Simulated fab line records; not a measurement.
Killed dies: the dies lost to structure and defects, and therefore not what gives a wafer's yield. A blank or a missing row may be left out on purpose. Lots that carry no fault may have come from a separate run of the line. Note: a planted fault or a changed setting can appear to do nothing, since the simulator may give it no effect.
Lot-split experiment | flow n5Finfet | 21 wafers read across 7 lots, on a route 1938 steps long

ABOUT THE SPLIT
At N5_BEOL_M0_SAQP_COAT_87 (time 60 s, resist thk 5 nm), the setting spinRpm was moved away from the recipe's 1500 rpm on 7 of the 21 wafers read, by -9.6% to +4.1%. The other wafers ran this setting at the recipe's value.

FROM THE SPLIT TO THE READING: what the file shows between them, 3 steps
- N5_BEOL_M0_SAQP_COAT_34: resist thk 30 nm
- N5_BEOL_M0_SAQP_EBR_36
- N5_BEOL_M0_SAQP_DESCUM_45: chemistry O2, time 7 s

THE READING
etch.depthNm (the simulator's own value, which no gauge read), in nm, at N5_BEOL_M0_SAQP_ETCH_88 (etches underlayer in N2/H2, target depth 6.5 nm, time 5.2 s). The file gives no usual value for it. Across the 14 wafers here that went through the recipe, the average is 5.003 nm and the standard deviation 0.0092 nm.

wafer  | tool, chamber at the split | spinRpm as run, rpm | against the recipe | etch.depthNm, nm | against lot-mates on the recipe
L074.1 | lithoTrack-03, 0           | 1500                | recipe             | 5.002            | -
L074.4 | lithoTrack-03, 0           | 1500                | recipe             | 5.006            | -
L074.5 | lithoTrack-03, 0           | 1500                | recipe             | 5.006            | -
L077.1 | lithoTrack-03, 0           | 1500                | recipe             | 5.013            | -
L077.3 | lithoTrack-03, 0           | 1500                | recipe             | 5.017            | -
L077.6 | lithoTrack-03, 0           | 1500                | recipe             | 5.017            | -
L076.1 | lithoTrack-04, 0           | 1500                | recipe             | 5.004            | -
L076.2 | lithoTrack-04, 0           | 1500                | recipe             | 4.994            | -
L076.3 | lithoTrack-04, 0           | 1500                | recipe             | 4.995            | -
L078.2 | lithoTrack-03, 0           | 1562                | +4.1%              | 4.884            | no lot-mate on the recipe
L078.3 | lithoTrack-03, 0           | 1562                | +4.1%              | 4.887            | no lot-mate on the recipe
L078.6 | lithoTrack-03, 0           | 1562                | +4.1%              | 4.894            | no lot-mate on the recipe
L081.1 | lithoTrack-05, 0           | 1392                | -7.2%              | 5.17             | +0.185
L081.3 | lithoTrack-05, 0           | 1500                | recipe             | 4.985            | -
L081.4 | lithoTrack-05, 0           | 1392                | -7.2%              | 5.168            | +0.183
L085.1 | lithoTrack-03, 0           | 1356                | -9.6%              | 5.269            | +0.259
L085.4 | lithoTrack-03, 0           | 1500                | recipe             | 5.01             | -
L085.5 | lithoTrack-03, 0           | 1356                | -9.6%              | 5.27             | +0.260
L088.1 | lithoTrack-03, 0           | 1500                | recipe             | 4.999            | -
L088.2 | lithoTrack-03, 0           | 1500                | recipe             | 4.992            | -
L088.3 | lithoTrack-03, 0           | 1500                | recipe             | 5                | -

THE FIT
A straight line over all 21 wafers: etch.depthNm changes by -0.0264 nm for each +1% of spinRpm; r = -0.99; the points scatter about the line by 0.012 nm.
The same after taking each lot's own level away (the mean of its wafers on the recipe; 18 wafers): -0.0265 nm for each +1%; r = -1.00; scatter 0.0041 nm.
Per that fit: largest spinRpm move, reading shift of 0.25 nm.
The span of the lots' own levels, 4.9850 to 5.0157 nm, comes to 3.3 times the standard deviation stated above.
The two slopes agree, so the slope changes little with the lot-to-lot level.
Check: with one of the wafers moved furthest among these (-9.6%) left out of the fit, the line predicts +0.252 nm for it against its lot-mates. Against them it came out at +0.259 nm.

FURTHER SPLITS ON THESE WAFERS
Note: prior to the reading, these wafers also went through further splits. Each is held against what the fit with the lots' levels taken away leaves over:
other split on the same wafers | wafers away from the commonest value | r with etch.depthNm (lot level and that fit taken away)
N5_BEOL_M0_SAQP_PECVD_04 timeS | 6                                    | +0.22

THE FILE'S OWN FIT
etch.depthNm changes by -0.0265 nm for each +1% of spinRpm, r = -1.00.
